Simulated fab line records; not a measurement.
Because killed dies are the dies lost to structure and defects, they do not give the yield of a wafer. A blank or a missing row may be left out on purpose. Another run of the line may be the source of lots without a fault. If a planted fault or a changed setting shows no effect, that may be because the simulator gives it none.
Matching of chambers ; flow n5-finfet ; uv-cure-02 running N5_BEOL_M5_CURE_79: 3 sister chambers
The step cures SiCOH lowk, time 240 s. 20 wafers are shown with their chamber, then 10 later ones without.

== EACH WAFER AND ITS CHAMBER ==
wafer;chamber;wafer_temp_C_max;lamp-power-pct (%)
L074.3;0;386.8;52.33
L074.4;0;386.7;52.28
L074.5;0;386.3;52.27
L080.2;2;386.3;52.39
L080.5;2;387.2;52.30
L080.6;2;386.6;52.26
L079.1;2;386.3;52.35
L079.5;2;386.8;52.24
L079.6;2;386.6;52.42
L082.2;0;385.9;52.34
L082.3;0;386.1;52.39
L082.4;0;385.6;52.31
L083.1;1;387.3;52.37
L083.2;1;387.3;52.23
L083.5;1;387.2;52.31
L086.3;1;386.8;52.31
L086.4;1;386.9;52.32
L086.5;1;387.6;52.35
L088.1;0;386.3;52.23
L088.2;0;386.1;52.30

SIGNATURES (means of the wafers above)
reading;chamber 0;chamber 1;chamber 2;scatter within a chamber
wafer_temp_C_max;386.225;387.183;386.633;0.351
lamp-power-pct;52.3062;52.3150;52.3267;0.0564
Rule: a wafer's distance from a chamber is the root of the sum, over the readings, of the square of ((its reading less the chamber's mean) divided by the reading's scatter). The wafer belongs to the nearest chamber; if the next one is less than 2 further off, it can't be placed. The scatter is the square root of a quotient: the sum, over the shown wafers, of each reading's squared deviation from its chamber's mean, divided by wafers minus chambers.

== WAFERS WHOSE CHAMBER IS MISSING ==
wafer;wafer_temp_C_max;lamp-power-pct (%)
L088.3;386.0;52.31
L087.2;385.6;52.29
L087.4;385.9;52.20
L087.5;386.4;52.20
L090.2;386.4;52.35
L090.3;386.4;52.32
L090.6;386.7;52.34
L091.1;386.9;52.39
L091.3;386.9;52.28
L091.6;386.4;52.29

== CHAMBER TAKEN BY EACH ==
wafer;from the rows above;in truth
L088.3;can't be placed: 0 or 2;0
L087.2;can't be placed: 0 or 2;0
L087.4;can't be placed: 0 or 2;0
L087.5;can't be placed: 0 or 2 or 1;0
L090.2;can't be placed: 2 or 0 or 1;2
L090.3;can't be placed: 0 or 2 or 1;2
L090.6;can't be placed: 2 or 1 or 0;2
L091.1;can't be placed: 2 or 1 or 0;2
L091.3;can't be placed: 1 or 2 or 0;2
L091.6;can't be placed: 0 or 2 or 1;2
Correctly placed: 0 of 10. Unplaceable from these rows: 10, with the true chamber sitting among the candidates in 10. 0 placed wrongly.
